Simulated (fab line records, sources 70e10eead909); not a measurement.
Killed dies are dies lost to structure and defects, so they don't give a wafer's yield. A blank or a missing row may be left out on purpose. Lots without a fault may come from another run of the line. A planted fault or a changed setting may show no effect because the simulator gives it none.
A struck lot beside a sound one | flow nand_harc | 15 steps out of a route of 1302
Sound: wafers L197.4, L197.5, L197.6. Struck: wafer L189.3. (L189.4, L189.5 of the same lot were not struck and are left out.) The cause comes at the end.
At each step with rows: each side's tool, then ch and its chambers, then its first start. Under that, the readings that differ: sound wafers | struck wafers | difference of the means | sigmas: that difference in standard deviations of wafers without a fault.
alike: readings whose means differ by less than 2 such deviations, and words and numbers that are the same on both sides. not compared: withheld readings, readings that some wafer has no value for, bounds like >300 that may hide the same value, and numbers for which the record gives no deviation and whose values overlap.
The two part at a step that has a row with sigmas, a row that says differs or no value, or rows on one side only. Numbers that don't overlap but have no deviation are shown without sigmas and don't part them. A reading that every wafer of one side lacks parts them only if that side has two wafers or more.

first, 7 steps without rows for these wafers: NHARC_A_BLC_COAT_03 (time 65 s); NHARC_A_BLC_COAT_04 (resist thk 90 nm); NHARC_A_BLC_SOFTBAKE_05 (time 55 s); NHARC_A_BLC_EBR_06; NHARC_A_BLC_EXPOSE_07 (exposes mask A BLC, target cd 100 nm); NHARC_A_BLC_PEB_08 (peb time 65 s); NHARC_A_BLC_DEVELOP_09 (develop time 35 s).
NHARC_A_BLC_CD_MEAS_10: target cd 100 nm.
  sound on cd_sem-03 ch 0, day 28 00:56; struck on cd_sem-02 ch 0, day 25 13:06
  alike: cd_nm
NHARC_A_BLC_OVL_MEAS_11:
  sound on overlay-02, day 28 01:01; struck on overlay-01, day 25 13:11
  alike: overlay_x_nm, overlay_y_nm
NHARC_A_BLC_INSPECT_12:
  sound on defect_inspect-02, day 28 01:04; struck on defect_inspect-02, day 25 13:13
  alike: raw_defect_count
NHARC_A_BLC_DESCUM_15: chemistry O2, time 3 s.
  sound on rie_diel-11 ch 0,1,2, day 28 01:09; struck on rie_diel-10 ch 3, day 25 13:17
  alike: drypump_motor_current_A, o2_flow_sccm, oes_product_au, rf_vpp_V, showerhead_plenum_p_Torr, throttle_valve_pct
  not compared: rf_hours_counter_h
NHARC_A_BLC_ETCH_16: etches the open film in CF4, target depth 39 nm, time 65 s.
  sound on rie_diel-11 ch 0,2,3, day 28 01:13; struck on rie_diel-10 ch 1, day 25 13:22
  alike: drypump_motor_current_A, oes_product_au, rf_vpp_V, run_length_s, showerhead_plenum_p_Torr, throttle_valve_pct
  not compared: rf_hours_counter_h
NHARC_A_BLC_ETCH_17: etches the open film in N2/H2, target depth 390 nm, time 609.38 s.
  sound on rie_diel-11 ch 0,1,3, day 28 01:26; struck on rie_diel-10 ch 0, day 25 13:30
  reading                         | sound             | struck | difference | sigmas
  rf_vpp_V (V)                    | 426 429 426       | 435    | +8         | +2
  run_length_s (s)                | 630.4 629.8 631.1 | 585.2  | -45.2      | -81
  showerhead_plenum_p_Torr (Torr) | 1.89 1.97 1.89    | 2.20   | +0.28      | +3
  alike: drypump_motor_current_A, oes_product_au, throttle_valve_pct
  not compared: rf_hours_counter_h
NHARC_A_BLC_ETCH_18: etches the open film in C4F8/O2/Ar, target depth 910 nm.
  sound on rie_diel-11 ch 0,1,3; struck on rie_diel-10 ch 0
  reading      | sound       | struck | difference | sigmas
  rf_vpp_V (V) | 969 969 974 | 988    | +17        | +2
  alike: oes_product_au
  not compared: rf_hours_counter_h
then, 1 step without rows for these wafers: NHARC_END_SORT_01.

WHERE THEY PART
First at NHARC_A_BLC_ETCH_17; last, within this record, at NHARC_A_BLC_ETCH_18.

WHY: what the simulator had put in
Process parameter drift: rie_diel-10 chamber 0, from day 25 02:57 on, at NHARC_A_BLC_ETCH_17. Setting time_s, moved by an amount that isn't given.
